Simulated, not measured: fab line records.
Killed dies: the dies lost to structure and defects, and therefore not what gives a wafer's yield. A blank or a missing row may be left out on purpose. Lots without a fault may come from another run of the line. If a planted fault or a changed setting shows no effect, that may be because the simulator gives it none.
fab line records + flow n5Finfet
[record]
- lots = 10
- wafers = 30
- lastDay = 18
route steps=1938 shown BEOL_M15@1806 MIM_BOT@1833 PASSIVATION@1936
lots with no fault: from the same line, run without faults
startH: hours from the record's first day to the start of the lot's first wafer shown + waitH: hours since the lot's step before + " unchanged from the row above + L1.1+2: several wafers, shown together as one row + - no value, or no start given + * or withheld: withheld + < > ~ a bound
route shown NAME@n: names a module that has steps shown in the file, with the first one's number in the route + usual: average and standard deviation across the fault-free wafers + same: alike in all rows + chamber/n: place in a boat + sites: each site's reading + _std_site: standard deviation of those values + _edge_site: the outer-site mean with the inner-site mean subtracted + radiusMm: how far each site lies from the wafer's centre + mask NAME#n: copy n + behind: the most recent tool/chamber to have shaped the wafer + hold: why the lot was held/for how many hours/how that ended + device: the n, p or np transistor that did not switch + end of line: at the end of the route, the tests of the same wafers + a step with no rows: only its recipe + killed: at the first sort, the dies lost to defects and structure; wafer yield is something else + map: a wafer's dies, marking killed ones x, the rest . and places with no die _
set.NAME: the setting the step ran with; set.NAME@STEP: the setting that earlier step ran with + model.NAME: the simulator's own value behind a step, which no gauge read
a sample of lots followed through the steps of the route, with each step as a table and each wafer as a row
services: when a tool's chamber went out of use (startH, in hours from the record's first day, below 0 if earlier), for how many hours, and the reason
[[steps]]
[step N5_BEOL_M15_INSPECT_30]
[recipe]
- mode = adi
- inspectInstrument = macro
[usual]
- rawDefectCount = 2.2/1.4
| lot.wafer | tool             | chamber | startH | waitH | rawDefectCount |
|-----------|------------------|---------|--------|-------|----------------|
| L564.2    | defectInspect-02 | -       | 261.01 | 0.0   | 2              |
| L564.3    | "                | -       | "      | "     | 1              |
| L564.5    | "                | -       | "      | "     | 2              |
| L565.1    | defectInspect-02 | -       | 266.29 | 0.0   | 1              |
| L565.5    | "                | -       | "      | "     | 1              |
| L565.6    | "                | -       | "      | "     | 2              |
| L569.2    | defectInspect-02 | -       | 290.04 | 0.0   | 3              |
| L569.5    | "                | -       | "      | "     | 2              |
| L569.6    | "                | -       | "      | "     | 3              |
| L571.1    | defectInspect-01 | -       | 299.89 | 0.0   | 2              |
| L571.4    | "                | -       | "      | "     | 2              |
| L571.6    | "                | -       | "      | "     | 4              |
| L573.2    | defectInspect-02 | -       | 320.38 | 0.0   | 2              |
| L573.5    | "                | -       | "      | "     | 3              |
| L573.6    | "                | -       | "      | "     | 1              |
| L574.1    | defectInspect-02 | -       | 320.74 | 0.0   | 2              |
| L574.5    | "                | -       | "      | "     | 0              |
| L574.6    | "                | -       | "      | "     | 2              |
| L577.2    | defectInspect-02 | -       | 340.28 | 0.0   | 1              |
| L577.3    | "                | -       | "      | "     | 2              |
| L577.5    | "                | -       | "      | "     | 4              |
| L579.1    | defectInspect-02 | -       | 350.92 | 0.0   | 2              |
| L579.2    | "                | -       | "      | "     | 4              |
| L579.5    | "                | -       | "      | "     | 2              |
| L585.2    | defectInspect-02 | -       | 378.32 | 0.0   | 2              |
| L585.3    | "                | -       | "      | "     | 3              |
| L585.4    | "                | -       | "      | "     | 4              |
| L587.1    | defectInspect-02 | -       | 421.26 | 0.0   | 2              |
| L587.5    | "                | -       | "      | "     | 2              |
| L587.6    | "                | -       | "      | "     | 2              |
[step N5_BEOL_M15_STRIP_37]
[recipe]
- chemistry = O2
- powerW = 600
- tempC = 60
- pressureMtorr = 30
- rfFrequencyHz = 6e+07
- biasPowerW = 0
- overashFraction = 0.3
- o2FlowSccm = 225
[usual]
- drypumpMotorCurrentA = 5.5/0.41
- oesProductAu = 0.77/0.086
- rfVppV = 3.7/0.64
- showerheadPlenumPTorr = 2.11/0.053
- throttleValvePct = 16.78/0.28
| lot.wafer | tool       | chamber | startH | waitH | drypumpMotorCurrentA | oesProductAu | rfHoursCounterH | rfVppV | showerheadPlenumPTorr | throttleValvePct |
|-----------|------------|---------|--------|-------|----------------------|--------------|-----------------|--------|-----------------------|------------------|
| L564.2    | rieDiel-04 | 3       | -      | -     | 5.0                  | 0.96         | 5               | 3.9    | 2.07                  | 16.55            |
| L564.3    | "          | 0       | "      | "     | 6.2                  | 0.71         | 214             | 4.7    | 2.08                  | 16.78            |
| L564.5    | "          | 0       | "      | "     | 6.2                  | 0.71         | -               | 2.8    | 2.08                  | 16.78            |
| L565.1    | rieDiel-04 | 1       | -      | -     | 5.6                  | 0.75         | 138             | 3.9    | 2.10                  | 17.02            |
| L565.5    | "          | 1       | "      | "     | 5.6                  | 0.76         | -               | 4.7    | 2.10                  | 17.04            |
| L565.6    | "          | 0       | "      | "     | 6.1                  | 0.71         | -               | 3.7    | 2.08                  | 16.82            |
| L569.2    | rieDiel-04 | 2       | -      | -     | 6.5                  | 0.96         | 7               | 3.8    | 2.24                  | 16.20            |
| L569.5    | "          | 0       | "      | "     | 6.2                  | 0.71         | -               | 3.5    | 2.08                  | 16.79            |
| L569.6    | "          | 2       | "      | "     | 6.5                  | 0.96         | -               | 3.0    | 2.24                  | 16.22            |
| L571.1    | rieDiel-05 | 0       | -      | -     | 5.8                  | 0.69         | 227             | 4.7    | 2.18                  | 17.04            |
| L571.4    | "          | 3       | "      | "     | 5.8                  | 0.71         | 200             | 4.2    | 2.08                  | 16.84            |
| L571.6    | "          | 0       | "      | "     | 5.8                  | 0.70         | -               | 3.2    | 2.18                  | 17.02            |
| L573.2    | rieDiel-04 | 3       | -      | -     | 5.0                  | 0.94         | 14              | 3.4    | 2.07                  | 16.55            |
| L573.5    | "          | 2       | "      | "     | 6.5                  | 0.92         | -               | 4.9    | 2.23                  | 16.20            |
| L573.6    | "          | 3       | "      | "     | 5.0                  | 0.94         | -               | 3.3    | 2.07                  | 16.56            |
| L574.1    | rieDiel-05 | 3       | -      | -     | 5.8                  | 0.71         | 207             | 3.6    | 2.08                  | 16.87            |
| L574.5    | "          | 2       | "      | "     | 5.3                  | 0.69         | -               | 3.0    | 2.08                  | 16.74            |
| L574.6    | "          | 1       | "      | "     | 5.5                  | 0.68         | -               | 4.5    | 2.08                  | 16.89            |
| L577.2    | rieDiel-03 | 0       | -      | -     | 5.4                  | 0.81         | 106             | 4.0    | 2.03                  | 16.72            |
| L577.3    | "          | 3       | "      | "     | 5.6                  | 0.72         | 207             | 4.4    | 2.17                  | 17.14            |
| L577.5    | "          | 2       | "      | "     | 5.1                  | 0.91         | -               | 4.5    | 2.13                  | 16.30            |
| L579.1    | rieDiel-03 | 0       | -      | -     | 5.5                  | 0.80         | 109             | 3.8    | 2.03                  | 16.72            |
| L579.2    | "          | 2       | "      | "     | 5.1                  | 0.90         | 39              | 2.8    | 2.13                  | 16.31            |
| L579.5    | "          | 2       | "      | "     | 5.1                  | 0.90         | -               | 3.2    | 2.13                  | 16.33            |
| L585.2    | rieDiel-03 | 1       | -      | -     | 5.1                  | 0.72         | 212             | 4.2    | 2.10                  | 16.92            |
| L585.3    | "          | 0       | "      | "     | 5.5                  | 0.78         | 117             | 3.2    | 2.03                  | 16.73            |
| L585.4    | "          | 3       | "      | "     | 5.6                  | 0.71         | 220             | 2.5    | 2.17                  | 17.18            |
| L587.1    | rieDiel-03 | 1       | -      | -     | 5.1                  | 0.72         | 220             | 4.2    | 2.10                  | 16.95            |
| L587.5    | "          | 2       | "      | "     | 5.1                  | 0.86         | -               | 3.0    | 2.12                  | 16.35            |
| L587.6    | "          | 3       | "      | "     | 5.6                  | 0.70         | -               | 3.4    | 2.16                  | 17.19            |
[step N5_BEOL_M15_SPUTTER_44]
[recipe]
- material = Ta
- targetThkA = 150
- tempC = 50
- biasV = 80
- powerW = 15000
- chamberPressurePa = 0.07
- timeS = 24.19
[usual]
- throttleValvePct = 30.1/1
| lot.wafer | tool          | chamber | startH | waitH | throttleValvePct |
|-----------|---------------|---------|--------|-------|------------------|
| L564.2    | pvdSputter-01 | -       | 269.22 | 0.0   | 30.8             |
| L564.3    | "             | -       | "      | "     | 30.2             |
| L564.5    | "             | -       | "      | "     | 31.9             |
| L565.1    | pvdSputter-02 | -       | 269.63 | 0.0   | 29.3             |
| L565.5    | "             | -       | "      | "     | 29.2             |
| L565.6    | "             | -       | "      | "     | 29.6             |
| L569.2    | pvdSputter-01 | -       | 295.20 | 0.0   | 31.8             |
| L569.5    | "             | -       | "      | "     | 31.7             |
| L569.6    | "             | -       | "      | "     | 30.8             |
| L571.1    | pvdSputter-02 | -       | 302.20 | 0.0   | 29.3             |
| L571.4    | "             | -       | "      | "     | 29.4             |
| L571.6    | "             | -       | "      | "     | 28.8             |
| L573.2    | pvdSputter-03 | -       | 322.25 | 0.0   | 29.6             |
| L573.5    | "             | -       | "      | "     | 29.5             |
| L573.6    | "             | -       | "      | "     | 29.1             |
| L574.1    | pvdSputter-01 | -       | 322.71 | 0.0   | 31.8             |
| L574.5    | "             | -       | "      | "     | 31.8             |
| L574.6    | "             | -       | "      | "     | 29.8             |
| L577.2    | pvdSputter-03 | -       | 343.56 | 0.0   | 32.0             |
| L577.3    | "             | -       | "      | "     | 29.5             |
| L577.5    | "             | -       | "      | "     | 29.3             |
| L579.1    | pvdSputter-03 | -       | 354.96 | 0.0   | 29.0             |
| L579.2    | "             | -       | "      | "     | 29.4             |
| L579.5    | "             | -       | "      | "     | 29.5             |
| L585.2    | pvdSputter-02 | -       | 379.68 | 0.0   | 29.3             |
| L585.3    | "             | -       | "      | "     | 29.2             |
| L585.4    | "             | -       | "      | "     | 29.3             |
| L587.1    | pvdSputter-03 | -       | 423.38 | 0.0   | 29.3             |
| L587.5    | "             | -       | "      | "     | 30.3             |
| L587.6    | "             | -       | "      | "     | 32.2             |
[step N5_BEOL_M15_CMP_49]
[recipe]
- stopOn = SiO2
- tOverpolishS = 4.9
- downForcePsi = 2
- platenRpm = 80
- clearingPlatenDownForcePsi = 2
- clearingPlatenRpm = 80
- postCmpClean = cuAlkaline
- targetThkNm = 850
- clearingPlatenPadVelocityMS = 1.5917
- padVelocityMS = 1.5917
[usual]
- barrierFieldEndpointS = 11.47/0.25
- motorCurrentA = 7.9/0.77
- retainingRingPressureFrac = 1.000/0.0055
| lot.wafer | tool   | chamber | startH | waitH | barrierFieldEndpointS | motorCurrentA | retainingRingPressureFrac |
|-----------|--------|---------|--------|-------|-----------------------|---------------|---------------------------|
| L564.3    | cmp-04 | 0       | 270.07 | 0.2   | 11.75                 | 8.0           | 0.997                     |
| L564.2    | "      | 1       | "      | "     | 11.69                 | 6.7           | 1.006                     |
| L564.5    | "      | 3       | "      | "     | 11.52                 | 9.2           | 0.991                     |
| L565.1    | cmp-01 | 2       | 270.61 | 0.4   | 11.33                 | 8.0           | 1.004                     |
| L565.6    | "      | 3       | "      | "     | 11.50                 | 8.9           | 1.003                     |
| L565.5    | "      | 0       | "      | "     | 11.22                 | 8.7           | 1.006                     |
| L569.2    | cmp-01 | 0       | 295.94 | 0.2   | 11.61                 | 8.4           | 0.991                     |
| L569.5    | "      | 0       | "      | "     | 11.35                 | 8.8           | 0.993                     |
| L569.6    | "      | 1       | "      | "     | 11.51                 | 7.0           | 0.994                     |
| L571.1    | cmp-03 | 2       | 303.05 | 0.3   | 11.43                 | 8.6           | 0.989                     |
| L571.4    | "      | 1       | "      | "     | 11.56                 | 7.5           | 1.003                     |
| L571.6    | "      | 3       | "      | "     | 11.54                 | 8.1           | 0.993                     |
| L573.2    | cmp-01 | 0       | 322.98 | 0.2   | 11.79                 | 8.3           | 0.997                     |
| L573.5    | "      | 0       | "      | "     | 11.90                 | 8.0           | 1.002                     |
| L573.6    | "      | 1       | "      | "     | 11.48                 | 7.3           | 1.015                     |
| L574.1    | cmp-01 | 2       | 323.68 | 0.3   | 11.74                 | 8.0           | 0.993                     |
| L574.5    | "      | 0       | "      | "     | 11.40                 | 8.1           | 0.999                     |
| L574.6    | "      | 1       | "      | "     | 11.89                 | 7.1           | 0.992                     |
| L577.2    | cmp-03 | 0       | 344.34 | 0.2   | 11.54                 | 6.8           | 1.000                     |
| L577.3    | "      | 1       | "      | "     | 11.22                 | 7.6           | 1.006                     |
| L577.5    | "      | 3       | "      | "     | 11.70                 | 8.0           | 0.996                     |
| L579.2    | cmp-04 | 3       | 355.69 | 0.2   | 11.37                 | 9.1           | 1.000                     |
| L579.1    | "      | 1       | "      | "     | 11.31                 | 6.8           | 0.994                     |
| L579.5    | "      | 0       | "      | "     | 11.57                 | 8.3           | 0.993                     |
| L585.3    | cmp-04 | 2       | 381.44 | 0.2   | 11.36                 | 7.5           | 1.002                     |
| L585.4    | "      | 3       | "      | "     | 15.68                 | 8.8           | 0.996                     |
| L585.2    | "      | 1       | "      | "     | 11.39                 | 6.6           | 0.998                     |
| L587.1    | cmp-03 | 1       | 424.17 | 0.3   | 11.58                 | 8.2           | 1.016                     |
| L587.6    | "      | 0       | "      | "     | 11.43                 | 6.9           | 1.001                     |
| L587.5    | "      | 1       | "      | "     | 11.74                 | 7.8           | 1.013                     |
[step N5_MIM_BOT_SPUTTER_00]
[recipe]
- material = TiN
- targetThkA = 350
- tempC = 200
- powerW = 3000
- chamberPressurePa = 0.49996
- gas = Ar
- reactivePartialPa = 0.37997
- timeS = 89.7
[usual]
- throttleValvePct = 30.0/1
| lot.wafer | tool          | chamber | startH | waitH | throttleValvePct |
|-----------|---------------|---------|--------|-------|------------------|
| L564.2    | pvdSputter-03 | -       | 272.64 | 0.0   | 29.3             |
| L564.3    | "             | -       | "      | "     | 32.1             |
| L564.5    | "             | -       | "      | "     | 29.3             |
| L565.1    | pvdSputter-03 | -       | 273.02 | 0.0   | 29.3             |
| L565.5    | "             | -       | "      | "     | 32.0             |
| L565.6    | "             | -       | "      | "     | 29.2             |
| L569.2    | pvdSputter-03 | -       | 297.97 | 0.0   | 32.0             |
| L569.5    | "             | -       | "      | "     | 29.3             |
| L569.6    | "             | -       | "      | "     | 29.5             |
| L571.1    | pvdSputter-01 | -       | 305.12 | 0.0   | 30.9             |
| L571.4    | "             | -       | "      | "     | 31.7             |
| L571.6    | "             | -       | "      | "     | 29.8             |
| L573.2    | pvdSputter-03 | -       | 325.49 | 0.0   | 30.2             |
| L573.5    | "             | -       | "      | "     | 29.6             |
| L573.6    | "             | -       | "      | "     | 32.2             |
| L574.1    | pvdSputter-03 | -       | 325.93 | 0.0   | 29.2             |
| L574.5    | "             | -       | "      | "     | 29.3             |
| L574.6    | "             | -       | "      | "     | 29.0             |
| L577.2    | pvdSputter-03 | -       | 346.60 | 0.0   | 32.1             |
| L577.3    | "             | -       | "      | "     | 29.6             |
| L577.5    | "             | -       | "      | "     | 29.3             |
| L579.1    | pvdSputter-02 | -       | 358.81 | 0.0   | 29.3             |
| L579.2    | "             | -       | "      | "     | 29.2             |
| L579.5    | "             | -       | "      | "     | 29.4             |
| L585.2    | pvdSputter-03 | -       | 384.58 | 0.0   | 30.2             |
| L585.3    | "             | -       | "      | "     | 29.4             |
| L585.4    | "             | -       | "      | "     | 29.3             |
| L587.1    | pvdSputter-01 | -       | 425.68 | 0.0   | 30.9             |
| L587.5    | "             | -       | "      | "     | 29.7             |
| L587.6    | "             | -       | "      | "     | 30.9             |
[step N5_PASSIVATION_PROBE_49]
[usual]
- defectLimitedYield = 91.4/1.3
- killed_at_M0_to_M3 = 34/10
- killed_at_M4_up = 14/5.6
- killedAtContacts = 13/5.9
- killedAtFrontEnd = 37/9.9
- killedAtOther = 3.5/2.8
- killedDies = 101/15
- killedOpen = 67/12
- killedShort = 32/6.6
- sort_bin_4_leakage = 0.00/0.014
- sort_bin_5_function = 5.0/0.81
- sort_bin_6_memory = 3.2/0.66
- sort_bin_8_speed = 0.00/0.007
- sortNPass = 1079/15
- sortYieldPct = 91.4/1.3
[same]
- grossDies = 1180
- killedAtBackSide = 0
| lot.wafer | tool      | chamber | startH | waitH | defectLimitedYield[%] | killed_at_M0_to_M3 | killed_at_M4_up | killedAtContacts | killedAtFrontEnd | killedAtOther | killedDies | killedOpen | killedShort | sort_bin_4_leakage[%] | sort_bin_5_function[%] | sort_bin_6_memory[%] | sort_bin_8_speed[%] | sortNPass | sortYieldPct[%] |
|-----------|-----------|---------|--------|-------|-----------------------|--------------------|-----------------|------------------|------------------|---------------|------------|------------|-------------|-----------------------|------------------------|----------------------|---------------------|-----------|-----------------|
| L573.2    | prober-01 | -       | 336.84 | 0.1   | 93.1                  | 21                 | 13              | 9                | 35               | 3             | 81         | 47         | 27          | 0                     | 3.8                    | 1.9                  | 0                   | 1099      | 93.1            |
| L573.5    | prober-01 | -       | 336.99 | 0.2   | 92.7                  | 17                 | 9               | 12               | 47               | 1             | 86         | 50         | 35          | 0                     | 3.8                    | 3.0                  | 0                   | 1094      | 92.7            |
| L573.6    | prober-01 | -       | 337.04 | 0.3   | 93.7                  | 27                 | 13              | 8                | 24               | 2             | 74         | 52         | 22          | 0                     | 3.6                    | 2.5                  | 0                   | 1106      | 93.7            |
| L574.1    | prober-02 | -       | 337.09 | 0.0   | 91.9                  | 45                 | 8               | 10               | 29               | 4             | 96         | 68         | 28          | 0                     | 4.9                    | 3.1                  | 0                   | 1084      | 91.9            |
// killed by level:class
L573.2 BEOL_M1:geometricParticle:open=8 MOL_CONTACT_COAG:geometricParticle:open=7 HKMG_FIN:areaEtch=7 BEOL_M4:geometricParticle:open=6 STI_FIN_REVEAL:geometricParticle:open=5 GATE_CUT:geometricParticle:short=5 STARTING-WAFER:geometricParticle:open=5 BEOL_M0_SAQP:geometricParticle:short=4
L573.5 FIN_SAQP:geometricParticle:short=18 FIN_SAQP:geometricParticle:open=11 MOL_CONTACT_COAG:geometricParticle:open=11 BEOL_M0_SAQP:geometricParticle:short=6 BEOL_M2:geometricParticle:open=5 BEOL_M4:geometricParticle:open=5 DUMMY_GATE:geometricParticle:open=4 GATE_CUT:geometricParticle:short=4
L573.6 BEOL_M1:geometricParticle:open=8 MOL_CONTACT_COAG:geometricParticle:open=7 BEOL_M4:geometricParticle:open=7 BEOL_M2:geometricParticle:open=6 STI_FIN_REVEAL:geometricParticle:open=5 DUMMY_GATE:geometricParticle:open=5 BEOL_M1:geometricParticle:short=5 FIN_SAQP:geometricParticle:open=3
L574.1 BEOL_M0_SAQP:geometricParticle:open=9 MOL_CONTACT_COAG:geometricParticle:open=8 BEOL_M2:geometricParticle:open=8 STI_FIN_REVEAL:geometricParticle:open=7 BEOL_M0_SAQP:geometricParticle:short=7 BEOL_M3:geometricParticle:open=7 BEOL_M1:geometricParticle:open=6 FIN_SAQP:geometricParticle:short=4
[[services]]
| tool       | chamber | startH | hours | kind                         |
|------------|---------|--------|-------|------------------------------|
| rieDiel-04 | 2       | 254.91 | -     | clean                        |
| rieDiel-04 | 2       | 254.91 | -     | consumableReplace:focusRing  |
| rieDiel-04 | 2       | 254.91 | -     | consumableReplace:showerhead |
| rieDiel-04 | 2       | 254.91 | 16.8  | scheduledDown                |
| rieDiel-04 | 2       | 254.91 | 16.8  | ventCycle                    |
| rieDiel-04 | 3       | 285.00 | 27.2  | repair                       |
| cmp-01     | -       | 291.99 | 1.7   | repair                       |
| cmp-03     | -       | 311.97 | 4.0   | pm                           |
| rieDiel-04 | 0       | 322.48 | 6.7   | repair                       |
| cmp-03     | -       | 324.02 | 4.8   | pm                           |
| cmp-01     | -       | 340.13 | 7.8   | pm                           |
| cmp-04     | -       | 346.63 | 0.8   | repair                       |
| rieDiel-04 | -       | 351.21 | 1.5   | repair                       |
| rieDiel-05 | 1       | 366.16 | 8.4   | repair                       |
| cmp-01     | -       | 372.76 | 4.5   | pm                           |
| rieDiel-05 | -       | 374.16 | 14.6  | pm                           |
| cmp-01     | -       | 377.37 | 10.4  | pm                           |
| rieDiel-04 | 3       | 378.16 | 8.3   | repair                       |
| cmp-03     | -       | 381.02 | 1.8   | repair                       |
| rieDiel-05 | 0       | 389.04 | 11.5  | repair                       |
| rieDiel-04 | 0       | 395.62 | -     | clean                        |
| rieDiel-04 | 0       | 395.62 | -     | consumableReplace:focusRing  |
| rieDiel-04 | 0       | 395.62 | 24.4  | scheduledDown                |
| rieDiel-03 | 1       | 396.85 | 17.9  | repair                       |
[[key]]
[firstSign]
- step = N5_BEOL_M15_CMP_49
- reading = barrierFieldEndpointS
- direction = up
- sigmas = 17
- usual = 11.47
- struck = 15.68
effect none on later readings
metAt N5_BEOL_M15_SPUTTER_44
struckLots L585
struckWafers L585.4
notActingAt N5_BEOL_M15_INSPECT_30,N5_BEOL_M15_STRIP_37,N5_MIM_BOT_SPUTTER_00
onsetBetween 302.20 379.68
[fault]
- kind = processParameterDrift
- tool = pvdSputter-02
- chamber = -
- onsetH = 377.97
- steps = N5_BEOL_M15_SPUTTER_44
- channel = timeS
- offset = *
- shape = step
- endH = 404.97
- scope = struckWafersOnly
- actsIn = *
- stated = *
